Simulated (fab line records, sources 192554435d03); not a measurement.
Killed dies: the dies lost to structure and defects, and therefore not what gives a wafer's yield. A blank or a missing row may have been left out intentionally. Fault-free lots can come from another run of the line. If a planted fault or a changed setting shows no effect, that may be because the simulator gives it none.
Split-lot study    flow n5Finfet    on a route of 1938 steps: 7 lots, 21 wafers read

## ON THE SPLIT
At N5_BEOL_M0_CUTY_COAT_51 (resist thk 150 nm), the setting spinRpm was moved away from the recipe's 1500 rpm on 10 of the 21 wafers read, by +4.2% to +10.6%. For the rest of the wafers, this setting stayed at what the recipe calls for.

No step appears in the file between the split and the reading.

## THE READING
CAR-ArF-block_of_BEOL_M0_CUTY_COAT_51.thkNm (the simulator's own value, which no gauge read), in nm, at N5_BEOL_M0_CUTY_DESCUM_61 (chemistry O2, time 7.9 s). No usual value for it is given in the file. Here, 11 wafers ran the recipe; their average is 143.5 nm with a standard deviation of 0.59 nm.

wafer   tool, chamber at the split  spinRpm as run, rpm  against the recipe  CAR-ArF-block_of_BEOL_M0_CUTY_COAT_51.thkNm, nm  against lot-mates on the recipe
L074.1  lithoTrack-02, 0            1500                 recipe              143.4                                            -
L074.2  lithoTrack-02, 0            1500                 recipe              143.4                                            -
L074.3  lithoTrack-02, 0            1580                 +5.3%               139.6                                            -3.8
L079.2  lithoTrack-01, 0            1500                 recipe              144                                              -
L079.4  lithoTrack-01, 0            1500                 recipe              144                                              -
L079.6  lithoTrack-01, 0            1500                 recipe              143.8                                            -
L083.2  lithoTrack-02, 0            1597                 +6.5%               140                                              -4.0
L083.3  lithoTrack-02, 0            1597                 +6.5%               139.2                                            -4.8
L083.4  lithoTrack-02, 0            1500                 recipe              144                                              -
L087.4  lithoTrack-01, 0            1500                 recipe              143                                              -
L087.5  lithoTrack-01, 0            1500                 recipe              142.8                                            -
L087.6  lithoTrack-01, 0            1500                 recipe              142.6                                            -
L092.1  lithoTrack-05, 0            1659                 +10.6%              135.2                                            no lot-mate on the recipe
L092.3  lithoTrack-05, 0            1659                 +10.6%              134.6                                            no lot-mate on the recipe
L092.4  lithoTrack-05, 0            1659                 +10.6%              135.4                                            no lot-mate on the recipe
L094.3  lithoTrack-02, 0            1500                 recipe              144.6                                            -
L094.5  lithoTrack-02, 0            1563                 +4.2%               140.8                                            -3.8
L094.6  lithoTrack-02, 0            1563                 +4.2%               141.4                                            -3.2
L095.1  lithoTrack-01, 0            1500                 recipe              143                                              -
L095.3  lithoTrack-01, 0            1657                 +10.5%              136.2                                            -6.8
L095.4  lithoTrack-01, 0            1657                 +10.5%              136                                              -7.0

FIT RESULTS
A straight line over all 21 wafers: CAR-ArF-block_of_BEOL_M0_CUTY_COAT_51.thkNm changes by -0.746 nm for each +1% of spinRpm; r = -0.98; the points scatter about the line by 0.66 nm.
The same after taking each lot's own level away (the mean of its wafers on the recipe; 18 wafers): -0.676 nm for each +1%; r = -0.99; scatter 0.31 nm.
According to that fit, moving spinRpm by its largest amount changes the reading by 7.2 nm.
The lots' own levels span 142.80 to 144.60 nm, that is 3.0 times the standard deviation above.
So the lot-to-lot level changes the slope: the two fits differ.
Check: -7.3 nm against its lot-mates is what the line predicts for one of the wafers moved furthest among these (+10.5%) when that wafer is left out of the fit. It came out at -6.8 nm against them.

## OTHER SPLITS ON THESE WAFERS
Note: prior to the reading, these wafers also went through further splits. Each is held against what the fit with the lots' levels taken away leaves over:
other split on the same wafers   wafers away from the commonest value  r with CAR-ArF-block_of_BEOL_M0_CUTY_COAT_51.thkNm (lot level and that fit taken away)
N5_BEOL_M0_SAQP_COAT_34 spinRpm  7                                     +0.42

## THE WHOLE CHAIN: every reading that the file lists as answering this split, in the file's order
step                       what it does              reading                                                                                       change (the file's fit)                r (the file's)
N5_BEOL_M0_CUTY_COAT_51    resist thk 150 nm         CAR-ArF-block_of_BEOL_M0_CUTY_COAT_51.thkNm (the simulator's own value, which no gauge read)  -0.681 nm for each +1% of the setting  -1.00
N5_BEOL_M0_CUTY_DESCUM_61  chemistry O2, time 7.9 s  CAR-ArF-block_of_BEOL_M0_CUTY_COAT_51.thkNm (the simulator's own value, which no gauge read)  -0.687 nm for each +1% of the setting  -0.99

## THE FILE'S OWN FIT
CAR-ArF-block_of_BEOL_M0_CUTY_COAT_51.thkNm changes by -0.687 nm for each +1% of spinRpm, r = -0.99.
